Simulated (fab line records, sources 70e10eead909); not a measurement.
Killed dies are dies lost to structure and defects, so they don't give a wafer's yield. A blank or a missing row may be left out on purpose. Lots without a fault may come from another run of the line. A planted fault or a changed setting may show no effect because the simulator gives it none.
Which tool did it? | flow nand_harc | 12 lots, 36 wafers sampled, at 5 steps of a route of 1302

WHAT THE GAUGES READ, wafer by wafer
NHARC_P_GATE_CD_MEAS_26: target cd 120 nm.
lot  | measured     | on        | cd_nm (nm)
L497 | day 4 23:19  | cd_sem-03 | 119.6 119.2 120.2
L500 | day 6 10:16  | cd_sem-01 | 119.7 120.4 119.6
L502 | day 7 08:16  | cd_sem-02 | 120.9 120.5 120.5
L504 | day 8 01:26  | cd_sem-01 | 120.9 120.4 120.4
L507 | day 9 09:28  | cd_sem-01 | 119.1 119.0 120.2
L509 | day 9 23:09  | cd_sem-01 | 119.7 119.1 120.1
L511 | day 11 04:49 | cd_sem-03 | 120.2 120.8 121.1
L513 | day 11 20:29 | cd_sem-02 | 119.8 119.5 120.2
L514 | day 12 14:25 | cd_sem-01 | 120.6 119.5 120.9
L515 | day 12 21:58 | cd_sem-02 | 120.3 120.1 120.7
L518 | day 13 15:25 | cd_sem-03 | 120.6 120.3 120.8
L519 | day 14 07:58 | cd_sem-02 | 119.3 119.9 120.6

NHARC_END_SORT_01.
lot  | measured     | on        | killed_at_array | killed_at_other | killed_at_periphery | killed_dies | killed_open | killed_short
L507 | day 28 19:05 | prober-01 | 39 52 45        | 2 0 1           | 3 2 4               | 44 54 50    | 4 3 6       | 2 1 3
L511 | day 30 10:13 | prober-02 | 59 71 74        | 1 1 0           | 3 4 1               | 63 76 75    | 3 5 8       | 1 3 0

WHICH TOOL RAN EACH LOT (tool, then ch and the chambers of the sampled wafers, then the start)
lot  | NHARC_P_GATE_ETCH_104              | NHARC_P_GATE_ALD_36               | NHARC_P_GATE_STRIP_112
L497 | rie_diel-03 ch 1,3, day 4 23:34    | ald_sin-04 ch 1,3, day 5 00:45    | plasma_asher-01 ch 0,1, day 5 13:44
L500 | rie_diel-05 ch 0,2,3, day 6 10:32  | ald_sin-04 ch 0,1,3, day 6 11:42  | plasma_asher-02 ch 0,1, day 7 00:31
L502 | rie_diel-05 ch 0,1, day 7 08:32    | ald_sin-01 ch 1,2,3, day 7 13:58  | plasma_asher-02 ch 0,1, day 8 01:04
L504 | rie_diel-02 ch 1,2, day 8 01:42    | ald_sin-02 ch 0,1, day 8 04:17    | plasma_asher-01 ch 0,1, day 8 17:51
L507 | rie_diel-05 ch 0,2, day 9 09:44    | ald_sin-02 ch 1,2,3, day 9 11:58  | plasma_asher-02 ch 0,1, day 9 23:45
L509 | rie_diel-02 ch 0,1,3, day 9 23:25  | ald_sin-01 ch 1,2,3, day 10 00:37 | plasma_asher-01 ch 1, day 10 13:25
L511 | rie_diel-05 ch 0,1,2, day 11 05:06 | ald_sin-04 ch 1,2,3, day 11 08:28 | plasma_asher-01 ch 0,1, day 11 19:08
L513 | rie_diel-05 ch 0,1,3, day 11 20:45 | ald_sin-02 ch 0,1, day 11 21:55   | plasma_asher-02 ch 0,1, day 12 10:43
L514 | rie_diel-05 ch 1,2, day 12 14:41   | ald_sin-04 ch 0,1, day 12 18:37   | plasma_asher-01 ch 0,1, day 13 06:32
L515 | rie_diel-02 ch 0,1,2, day 12 22:14 | ald_sin-01 ch 0,1,2, day 12 23:25 | plasma_asher-02 ch 0,1, day 13 12:08
L518 | rie_diel-02 ch 0,3, day 13 15:41   | ald_sin-01 ch 1,3, day 13 16:53   | plasma_asher-02 ch 0,1, day 14 06:08
L519 | rie_diel-02 ch 0,1,3, day 14 08:15 | ald_sin-04 ch 0,1,2, day 14 11:35 | plasma_asher-02 ch 0,1, day 14 22:17
- NHARC_P_GATE_ETCH_104: etches the open film in CF4/CHF3, target depth 60 nm.
- NHARC_P_GATE_ALD_36: deposits SiNx, target thk 20 nm, pulse time 60 s, ald cycles 223.
- NHARC_P_GATE_STRIP_112: strips in N2/H2, time 200 s.

WHAT THE TOOLS THEMSELVES READ (means of the sampled wafers that have a number; where no wafer has one, the mark that the record gives instead)
NHARC_P_GATE_ETCH_104.
lot  | tool        | chamber_pressure_mTorr (mTorr) | drypump_motor_current_A (A) | oes_product_au (a.u.) | rf_vpp_V (V) | showerhead_plenum_p_Torr (Torr) | throttle_valve_pct (%)
L497 | rie_diel-03 | 24.978                         | 5.5                         | 0.966                 | 370.0        | 1.57                            | 16.809
L500 | rie_diel-05 | 24.995                         | 5.7                         | 0.933                 | 370.9        | 1.61                            | 16.801
L502 | rie_diel-05 | 25.015                         | 5.3                         | 0.919                 | 373.4        | 1.65                            | 16.811
L504 | rie_diel-02 | 24.998                         | 5.6                         | 0.919                 | 370.9        | 1.58                            | 16.811
L507 | rie_diel-05 | 25.000                         | 5.5                         | 0.967                 | 370.6        | 1.57                            | 16.796
L509 | rie_diel-02 | 24.987                         | 5.5                         | 0.970                 | 370.8        | 1.58                            | 16.806
L511 | rie_diel-05 | 25.004                         | 5.4                         | 0.954                 | 371.8        | 1.61                            | 16.803
L513 | rie_diel-05 | 24.997                         | 5.6                         | 0.765                 | 373.4        | 1.64                            | 16.804
L514 | rie_diel-05 | 24.985                         | 5.5                         | 0.761                 | 370.9        | 1.59                            | 16.806
L515 | rie_diel-02 | 25.001                         | 5.5                         | 0.928                 | 369.7        | 1.54                            | 16.801
L518 | rie_diel-02 | 25.010                         | 5.4                         | 0.928                 | 368.9        | 1.54                            | 16.804
L519 | rie_diel-02 | 24.994                         | 5.5                         | 0.981                 | 370.8        | 1.58                            | 16.801

NHARC_P_GATE_ALD_36.
lot  | tool       | heater_power_w (W) | precursor_pulse_height_rel
L497 | ald_sin-04 | 832                | 0.991
L500 | ald_sin-04 | 864                | 0.992
L502 | ald_sin-01 | 862                | 0.988
L504 | ald_sin-02 | 835                | 0.992
L507 | ald_sin-02 | 793                | 0.983
L509 | ald_sin-01 | 867                | 1.010
L511 | ald_sin-04 | 843                | 0.991
L513 | ald_sin-02 | 857                | 1.004
L514 | ald_sin-04 | 856                | 1.000
L515 | ald_sin-01 | 844                | 0.993
L518 | ald_sin-01 | 874                | 0.987
L519 | ald_sin-04 | 815                | 1.015

NHARC_P_GATE_STRIP_112.
lot  | tool            | drypump_motor_current_A (A) | heater_power_w (W)
L497 | plasma_asher-01 | 5.74                        | 104
L500 | plasma_asher-02 | 5.73                        | 86
L502 | plasma_asher-02 | 5.71                        | 85
L504 | plasma_asher-01 | 6.02                        | 92
L507 | plasma_asher-02 | 5.70                        | 85
L509 | plasma_asher-01 | 6.28                        | 85
L511 | plasma_asher-01 | 5.72                        | 94
L513 | plasma_asher-02 | 5.60                        | 87
L514 | plasma_asher-01 | 5.74                        | 96
L515 | plasma_asher-02 | 5.60                        | 86
L518 | plasma_asher-02 | 5.72                        | 86
L519 | plasma_asher-02 | 5.63                        | 88

THE ANSWER, worked out from the rows above alone
Rule: what is usual is taken from the lots themselves. Put in order of their means at a reading, lots are off if they are a third of the lots or fewer, leave a main group of 4 or more, and stand apart from it by a gap of 3 or more times the standard deviation of the main group's means; of several such gaps the widest counts. A main group whose means are all the same, to the digits that the tables above print for the reading, isn't used. A lot without any number at a reading at which 4 lots or more have one is off too. The other lots that the step has rows for count as sound. The gauges are gone through in route order, then the tools' own readings, and for those a lot's mean is taken as printed above. The first step at which some lot is off is used, and at that step the reading that is off furthest; a lot without a number counts as furthest.
Off: L513, L514, at NHARC_P_GATE_ETCH_104 (oes_product_au). The main group: mean 0.947 a.u., standard deviation 0.022.
A tool fits if, at that step or a process step before it, it ran every lot that is off, and no sound lot after the first of them. One fits: rie_diel-05 at NHARC_P_GATE_ETCH_104. Its last sound lot is L511 (day 11 05:06), its first lot that is off L513 (day 11 20:45): a fault that began between those two fits.
The tool's own readings at NHARC_P_GATE_ETCH_104 bear it out: on the lots that are off they differ by more than 5 times the standard deviation of the sound lots' means. oes_product_au reads 0.763 a.u. there against 0.947 a.u. on the sound lots.

WHAT THE SIMULATOR HAD PUT IN
Process parameter drift: rie_diel-05, from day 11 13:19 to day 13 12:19, at NHARC_P_GATE_ETCH_104. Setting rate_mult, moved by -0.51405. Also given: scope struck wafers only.
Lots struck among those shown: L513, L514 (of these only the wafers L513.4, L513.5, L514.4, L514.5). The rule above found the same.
